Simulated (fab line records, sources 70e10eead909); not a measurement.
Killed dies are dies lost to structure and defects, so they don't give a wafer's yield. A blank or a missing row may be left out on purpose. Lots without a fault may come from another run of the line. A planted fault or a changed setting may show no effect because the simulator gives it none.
Chamber matching | flow nand_harc | NHARC_A_STAIRCASE_CMP_152 on cmp-03: 4 sister chambers
The step polishes. 8 wafers are shown with their chamber, then 9 later ones without.

WAFERS WITH THEIR CHAMBER
wafer  | chamber | motor_current_A (A)
L085.4 | 3       | 14.3
L085.6 | 3       | 13.1
L085.1 | 2       | 13.9
L085.2 | 1       | 12.7
L085.3 | 0       | 11.1
L088.2 | 2       | 13.5
L088.5 | 1       | 12.2
L088.6 | 0       | 11.6

WAFERS WITHOUT THEIR CHAMBER
wafer  | motor_current_A (A)
L089.1 | 11.8
L089.4 | 14.2
L089.5 | 13.6
L089.2 | 13.6
L089.3 | 13.1
L089.6 | 11.5
L093.1 | 13.9
L093.2 | 11.8
L093.5 | 13.4

WHICH CHAMBER EACH WENT THROUGH
wafer  | from the rows above          | in truth
L089.1 | can't be placed: 0 or 1      | 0
L089.4 | can't be placed: 2 or 3      | 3
L089.5 | can't be placed: 2 or 3      | 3
L089.2 | can't be placed: 2 or 3      | 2
L089.3 | can't be placed: 2 or 3 or 1 | 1
L089.6 | can't be placed: 0 or 1      | 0
L093.1 | can't be placed: 2 or 3      | 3
L093.2 | can't be placed: 0 or 1      | 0
L093.5 | can't be placed: 2 or 3 or 1 | 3
Placed correctly: 0 of 9. Can't be placed from these rows: 9 (the true chamber is among the candidates in 9). Placed wrongly: 0.
How it was worked out, from the rows above alone: a wafer's distance from a chamber is the root of the sum, over the readings, of the square of ((its reading less the chamber's mean) divided by the reading's scatter). The wafer belongs to the nearest chamber; if the next one is less than 2 further off, it can't be placed. A chamber's mean is the mean of its shown wafers. The scatter: the root of (the sum of the squares of (reading less its chamber's mean) over the shown wafers, divided by (wafers less chambers)).
